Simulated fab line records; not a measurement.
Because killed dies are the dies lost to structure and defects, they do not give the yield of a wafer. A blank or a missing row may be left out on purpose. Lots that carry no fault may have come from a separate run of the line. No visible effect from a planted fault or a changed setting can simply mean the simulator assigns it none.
A struck lot beside a sound one | flow n5_finfet | 38 out of 1938 route steps
Sound: these wafers, L157.2, L157.3, L157.5. Struck: wafers L154.3, L154.4. (L154.5 of the same lot was not struck and is left out.) The cause comes at the end.
At each step with rows: each side's tool, then ch and its chambers, then its first start. Under that, the readings that differ: sound wafers | struck wafers | difference of the means | sigmas: that difference in standard deviations of wafers without a fault.
alike: words and numbers the same on both sides, and readings whose means are apart by under 2 such deviations; not compared: readings that were withheld, readings missing a value for some wafer, numbers with overlapping values and no deviation given by the record, and bounds like >300 which may hide the same value.
Wherever a step has rows on one side only, a row that says differs or no value, or a row with sigmas, the two part there. Numbers that don't overlap but have no deviation are shown without sigmas and don't part them. A reading that every wafer of one side lacks parts them only if that side has two wafers or more.

first, 9 steps without rows for these wafers: N5_PMOS_HMC_CHANNEL_EPI_SRD_25 (time 30 s); N5_PMOS_HMC_CHANNEL_EPI_EPI_26 (deposits Si from SiH4/H2, target thk 3.8 nm, time 22.7 s); N5_FIN_SAQP_PRECLEAN_42 (cleans in O3/DIW, time 60 s); N5_FIN_SAQP_PRECLEAN_00 (cleans in SC1, time 60 s); N5_FIN_SAQP_PRECLEAN_44 (cleans in SC2, time 45 s); N5_FIN_SAQP_SRD_01 (time 30 s); N5_FIN_SAQP_ALD_61 (deposits SiO2, target thk 4 nm, pulse time 1 s, purge time 2 s); N5_FIN_SAQP_DENSIFY_62 (time 60 s); N5_FIN_SAQP_HM_DEP_03 (deposits SiNx from SiH4/NH3/N2, target thk 38 nm, time 33.6 s).
N5_FIN_SAQP_PECVD_47: deposits a-Si from SiH4/He, target thk 45 nm, time 36.3 s.
  sound on pecvd-04 ch 1,2, day 5 15:11; struck on pecvd-02 ch 1,2, day 4 21:11
  reading                                     | sound             | struck      | difference | sigmas
  run_length_s (s)                            | 72.5 73.8 72.9    | 83.1 82.1   | +9.5       | +17
  model.a-Si_of_FIN_SAQP_PECVD_47.thk_nm (nm) | 43.81 44.46 44.96 | 59.16 58.45 | +14.39     |
  alike: heater_power_w, showerhead_plenum_p_Torr, throttle_valve_pct
then, 25 steps without rows for these wafers: N5_FIN_SAQP_PECVD_48 (deposits SiNx from SiH4/NH3/N2, target thk 25 nm, time 22.1 s); N5_FIN_SAQP_PECVD_06 (deposits a-Si from SiH4/He, target thk 60 nm, time 48.1 s); N5_FIN_SAQP_HM_DEP_72 (deposits SiO2 from SiH4/N2O, target thk 12 nm, time 7.2 s); N5_FIN_SAQP_COAT_49 (time 60 s, resist thk 100 nm); N5_FIN_SAQP_COAT_50 (time 60 s, resist thk 35 nm); N5_FIN_SAQP_COAT_10 (resist thk 90 nm); N5_FIN_SAQP_EBR_12; N5_FIN_SAQP_SOFTBAKE_11 (time 60 s); N5_FIN_SAQP_EXPOSE_13 (exposes mask FIN CORE, target cd 35.6 nm); N5_FIN_SAQP_PEB_14 (peb time 60 s); N5_FIN_SAQP_DEVELOP_15 (develop time 30 s); N5_FIN_SAQP_DESCUM_21 (chemistry O2, time 7.9 s); N5_FIN_SAQP_ETCH_51 (etches SiARC in CF4, target depth 45.5 nm, time 75.8 s); N5_FIN_SAQP_ETCH_52 (etches SOC in N2/H2, target depth 100 nm, overetch 20 nm, time 150 s); N5_FIN_SAQP_STRIP_53 (strips in N2/H2); N5_FIN_SAQP_HM_OPEN_73 (chemistry CHF3/O2, target SiO2, stops on a-Si, target depth 12 nm, time 16.8 s); N5_FIN_SAQP_STRIP_74 (strips in CHF3/O2); N5_FIN_SAQP_MANDREL_ETCH_22 (etches a-Si in HBr/Cl2, stops on SiNx, target depth 60 nm, bt time 10 s, time 30 s); N5_FIN_SAQP_STRIP_55 (strips in N2/H2); N5_FIN_SAQP_STRIP_23 (strips in SPM, time 750 s); N5_FIN_SAQP_SRD_66 (time 30 s); N5_FIN_SAQP_RECESS_75 (chemistry HF/NH3, target SiO2, target depth 14.4 nm, afs cycles 3, sublimation time 60 s); N5_FIN_SAQP_SPACER1_ALD_24 (deposits SiO2, target thk 20.3 nm, pulse time 1 s, purge time 2 s); N5_FIN_SAQP_SPACER1_ETCHBACK_25 (etches SiO2 in CHF3/O2, target depth 24.4 nm, time 12.2 s); N5_FIN_SAQP_MANDREL1_REMOVE_56 (chemistry HBr/Cl2/O2, target a-Si, stops on SiNx, bt time 10 s).
N5_FIN_SAQP_MANDREL_ETCH_58: etches a-Si in HBr/Cl2, stops on SiNx, target depth 45 nm, bt time 10 s, time 27 s.
  sound on rie_si-01 ch 0,2,3, day 5 18:00; struck on rie_si-06 ch 0,1, day 5 00:53
  reading                  | sound             | struck      | difference | sigmas
  oes_product_au (a.u.)    | 0.682 0.674 0.707 | 0.828 0.789 | +0.121     | +10
  model.etch.depth_nm (nm) | 43.81 44.46 44.96 | 59.16 58.45 | +14.39     |
  alike: drypump_motor_current_A, he_backside_leak_sccm, throttle_valve_pct
  not compared: rf_hours_counter_h
-- the record jumps here: 6 days lie between the struck wafers' starts before and after (it left off in module FIN_SAQP and takes up again in module BEOL_M4, whose first step shown is number 1111 of the route) --
N5_BEOL_M4_RC_MEAS_101:
  sound on prober-01 ch 0, day 12 00:04; struck on prober-01 ch 0, day 11 06:20
  alike: DIBL_N, DIBL_P, IOFF_N, IOFF_P, ION_N, ION_P, SS_N, SS_P, VT_N, VT_P
-- a jump in the record: the struck wafers' starts before and after are 5 days apart (it breaks off in module BEOL_M4 and resumes in module PASSIVATION, where the first step shown is number 1936 of the route) --
N5_PASSIVATION_PROBE_49:
  struck on prober-02, day 15 21:18; sound on prober-01, day 16 10:02
  reading            | sound    | struck | difference | sigmas
  killed_at_contacts | 31 15 24 | 9 8    | -15        | -2
  alike: defect_limited_yield, killed_at_M0_to_M3, killed_at_M4_up, killed_at_front_end, killed_at_other, killed_dies, killed_on_rim, killed_open, killed_short, sort_bin_5_function, sort_bin_6_memory, sort_bin_8_speed, sort_n_pass, sort_yield_pct

== WHERE THEY PART ==
First at N5_FIN_SAQP_PECVD_47; last, within this record, at N5_PASSIVATION_PROBE_49.

WHY: the cause the simulator had injected
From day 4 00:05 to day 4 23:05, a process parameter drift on pecvd-02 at N5_FIN_SAQP_PECVD_47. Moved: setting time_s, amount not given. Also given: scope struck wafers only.
